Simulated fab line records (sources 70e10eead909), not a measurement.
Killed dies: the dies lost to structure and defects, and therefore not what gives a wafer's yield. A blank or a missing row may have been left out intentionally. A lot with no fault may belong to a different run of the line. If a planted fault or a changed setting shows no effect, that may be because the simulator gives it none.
Chamber matching -- flow nandHarc -- 4 sister chambers for NHARC_P_M1_ETCH_35 on rieDiel-12
The step etches the open film in N2/H2, target depth 40 nm, overetch 12 nm, time 43.94 s. 20 wafers are shown with their chamber, then 10 later ones without.

== EACH WAFER AND ITS CHAMBER ==
wafer,chamber,showerheadPlenumPTorr (Torr),rfVppV (V),oesProductAu (a.u.)
L343.2,0,1.99,429.3,1.004
L343.3,3,1.90,427.5,1.004
L343.6,3,1.90,426.1,1.010
L346.3,2,1.96,428.2,1.010
L346.4,3,1.90,425.4,1.011
L346.6,3,1.90,427.6,1.008
L348.1,1,2.03,431.0,1.008
L348.2,2,1.96,427.2,1.020
L348.4,3,1.90,425.4,1.019
L349.4,2,1.96,427.4,1.009
L349.5,3,1.90,425.9,0.995
L349.6,0,1.99,429.4,1.005
L350.2,2,1.96,427.4,1.002
L350.5,2,1.96,428.9,0.987
L350.6,1,2.03,430.6,0.990
L351.1,2,1.96,427.5,1.002
L351.2,0,1.99,428.0,1.003
L351.4,3,1.90,426.4,0.993
L356.2,3,1.89,425.2,0.996
L356.4,1,2.02,431.1,0.990

SIGNATURES (means of the wafers above)
reading,chamber 0,chamber 1,chamber 2,chamber 3,scatter within a chamber
showerheadPlenumPTorr,1.9900,2.0267,1.9600,1.8987,0.0031
rfVppV,428.900,430.900,427.767,426.188,0.773
oesProductAu,1.00400,0.99600,1.00500,1.00450,0.00941
Rule: for a wafer and a chamber, the distance is found by dividing, reading by reading, the gap between the wafer's reading and the chamber's mean by the reading's scatter, squaring, summing and taking the root. If the next closest chamber is less than 2 further off than the closest, the wafer can't be placed; otherwise it belongs to the closest. The scatter: take each reading less its chamber's mean, square it, sum over the shown wafers, divide by the number of wafers less the number of chambers, and take the root.

== WAFERS MISSING THEIR CHAMBER ==
wafer,showerheadPlenumPTorr (Torr),rfVppV (V),oesProductAu (a.u.)
L356.5,1.96,429.7,0.998
L362.3,1.89,426.4,0.998
L362.5,2.02,429.5,0.994
L362.6,1.96,428.5,0.995
L365.1,2.02,429.5,0.998
L365.2,1.95,427.3,0.991
L365.3,1.89,427.2,0.995
L366.2,1.98,430.6,1.015
L366.3,2.02,429.9,0.999
L366.5,1.89,426.2,0.999

== WHICH CHAMBER EACH ONE RAN IN ==
wafer,from the rows above,in truth
L356.5,2,2
L362.3,3,3
L362.5,1,1
L362.6,2,2
L365.1,1,1
L365.2,2,2
L365.3,3,3
L366.2,0,0
L366.3,1,1
L366.5,3,3
Correct placement for 10 of the 10. From these rows, 0 cannot be placed. Number placed wrongly: 0.
